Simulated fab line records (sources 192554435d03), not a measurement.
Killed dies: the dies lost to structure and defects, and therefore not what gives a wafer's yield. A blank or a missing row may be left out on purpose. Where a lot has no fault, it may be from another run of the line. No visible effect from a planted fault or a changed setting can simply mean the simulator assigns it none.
Matching of chambers	flow n5 finfet	4 sister chambers for N5_BEOL_M4_VIA_ETCH_34 on rie diel-03
The step etches the open film in C4F6/O2, target depth 69.4 nm, time 65.9 s. 4 wafers are shown with their chamber, then 12 later ones without.

== WAFERS WITH THEIR CHAMBER ==
wafer	chamber	rf vpp V (V)
L085.6	0	650
L083.2	1	657
L089.1	2	669
L089.5	3	686

== WAFERS WITH NO CHAMBER GIVEN ==
wafer	rf vpp V (V)
L087.3	688
L087.5	687
L087.6	651
L093.1	668
L093.2	656
L093.4	687
L095.1	688
L095.2	657
L095.3	650
L096.1	668
L096.3	655
L096.4	648

== WHICH CHAMBER EACH ONE RAN IN ==
wafer	from the rows above	in truth
L087.3	3	3
L087.5	3	3
L087.6	0	0
L093.1	2	2
L093.2	1	1
L093.4	3	3
L095.1	3	3
L095.2	1	1
L095.3	0	0
L096.1	2	2
L096.3	1	1
L096.4	0	0
12 of 12 placed correctly. Number that these rows cannot place: 0. Number placed wrongly: 0.
How it was worked out, from the rows above alone: a wafer's distance from a chamber is the root of the sum, over the readings, of the square of ((its reading less the chamber's mean) divided by the reading's scatter). If the next closest chamber is less than 2 further off than the closest, the wafer can't be placed; otherwise it belongs to the closest. The mean given for a chamber averages the wafers shown for that chamber. The scatter (one wafer shown for each chamber): square how far every hidden wafer sits from the nearest shown wafer, average those squares and take the square root.
